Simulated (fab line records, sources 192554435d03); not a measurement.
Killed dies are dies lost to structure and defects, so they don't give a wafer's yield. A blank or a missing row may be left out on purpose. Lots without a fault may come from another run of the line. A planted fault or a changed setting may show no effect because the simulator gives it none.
Chamber matching | flow n5_finfet | N5_BEOL_M1_STRIP_36 on rie_diel-01: 4 sister chambers
The step strips in N2/H2. 8 wafers are shown with their chamber, then 12 later ones without.

WAFERS WITH THEIR CHAMBER
wafer  | chamber | drypump_motor_current_A (A) | showerhead_plenum_p_Torr (Torr)
L086.1 | 3       | 5.2                         | 2.53
L089.1 | 0       | 6.2                         | 2.64
L089.4 | 3       | 5.2                         | 2.53
L088.3 | 2       | 4.8                         | 2.70
L088.5 | 2       | 4.8                         | 2.70
L090.1 | 1       | 5.8                         | 2.70
L090.4 | 0       | 6.1                         | 2.63
L090.6 | 1       | 5.8                         | 2.70

WAFERS WITHOUT THEIR CHAMBER
wafer  | drypump_motor_current_A (A) | showerhead_plenum_p_Torr (Torr)
L091.2 | 5.2                         | 2.53
L091.3 | 6.2                         | 2.63
L091.5 | 6.2                         | 2.63
L093.3 | 5.2                         | 2.52
L093.4 | 4.8                         | 2.70
L093.5 | 5.2                         | 2.53
L094.1 | 6.2                         | 2.63
L094.4 | 4.8                         | 2.70
L094.6 | 5.2                         | 2.52
L097.3 | 5.2                         | 2.52
L097.4 | 5.8                         | 2.70
L097.6 | 5.9                         | 2.70

WHICH CHAMBER EACH WENT THROUGH
wafer  | from the rows above | in truth
L091.2 | 3                   | 3
L091.3 | 0                   | 0
L091.5 | 0                   | 0
L093.3 | 3                   | 3
L093.4 | 2                   | 2
L093.5 | 3                   | 3
L094.1 | 0                   | 0
L094.4 | 2                   | 2
L094.6 | 3                   | 3
L097.3 | 3                   | 3
L097.4 | 1                   | 1
L097.6 | 1                   | 1
Placed correctly: 12 of 12. Can't be placed from these rows: 0. Placed wrongly: 0.
How it was worked out, from the rows above alone: a wafer's distance from a chamber is the root of the sum, over the readings, of the square of ((its reading less the chamber's mean) divided by the reading's scatter). The wafer belongs to the nearest chamber; if the next one is less than 2 further off, it can't be placed. A chamber's mean is the mean of its shown wafers. The scatter: the root of (the sum of the squares of (reading less its chamber's mean) over the shown wafers, divided by (wafers less chambers)).
